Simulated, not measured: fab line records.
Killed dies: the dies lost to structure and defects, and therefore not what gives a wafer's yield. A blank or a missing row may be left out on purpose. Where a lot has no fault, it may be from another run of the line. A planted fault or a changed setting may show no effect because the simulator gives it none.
Matching of chambers / flow nand harc / NHARC_P_GATE_DESCUM_61 on rie diel-03: 4 sister chambers
The step chemistry O2, time 3 s. 4 wafers are shown with their chamber, then 8 later ones without.

WAFERS WITH THEIR CHAMBER
wafer=L085.1; chamber=1; drypump motor current A (A)=5.8
wafer=L085.5; chamber=2; drypump motor current A (A)=5.3
wafer=L090.3; chamber=3; drypump motor current A (A)=6.3
wafer=L092.1; chamber=0; drypump motor current A (A)=5.0

WAFERS WITH NO CHAMBER GIVEN
wafer=L092.3; drypump motor current A (A)=5.3
wafer=L092.6; drypump motor current A (A)=5.7
wafer=L094.2; drypump motor current A (A)=6.2
wafer=L094.3; drypump motor current A (A)=5.3
wafer=L094.6; drypump motor current A (A)=6.2
wafer=L097.1; drypump motor current A (A)=5.3
wafer=L097.5; drypump motor current A (A)=5.0
wafer=L097.6; drypump motor current A (A)=6.2

THE CHAMBER EACH PASSED THROUGH
wafer=L092.3; from the rows above=2; in truth=2
wafer=L092.6; from the rows above=1; in truth=1
wafer=L094.2; from the rows above=3; in truth=3
wafer=L094.3; from the rows above=2; in truth=2
wafer=L094.6; from the rows above=3; in truth=3
wafer=L097.1; from the rows above=2; in truth=2
wafer=L097.5; from the rows above=0; in truth=0
wafer=L097.6; from the rows above=3; in truth=3
Correct placement for 8 of the 8. Left unplaced by these rows: 0. Wrongly placed: 0.
How it was worked out, from the rows above alone: a wafer's distance from a chamber is the root of the sum, over the readings, of the square of ((its reading less the chamber's mean) divided by the reading's scatter). The wafer belongs to the nearest chamber; if the next one is less than 2 further off, it can't be placed. For every chamber, the mean is computed from those of its wafers that are shown. The scatter: with one shown wafer a chamber, the root of the mean of the squares of how far each hidden wafer lies from its nearest shown one.
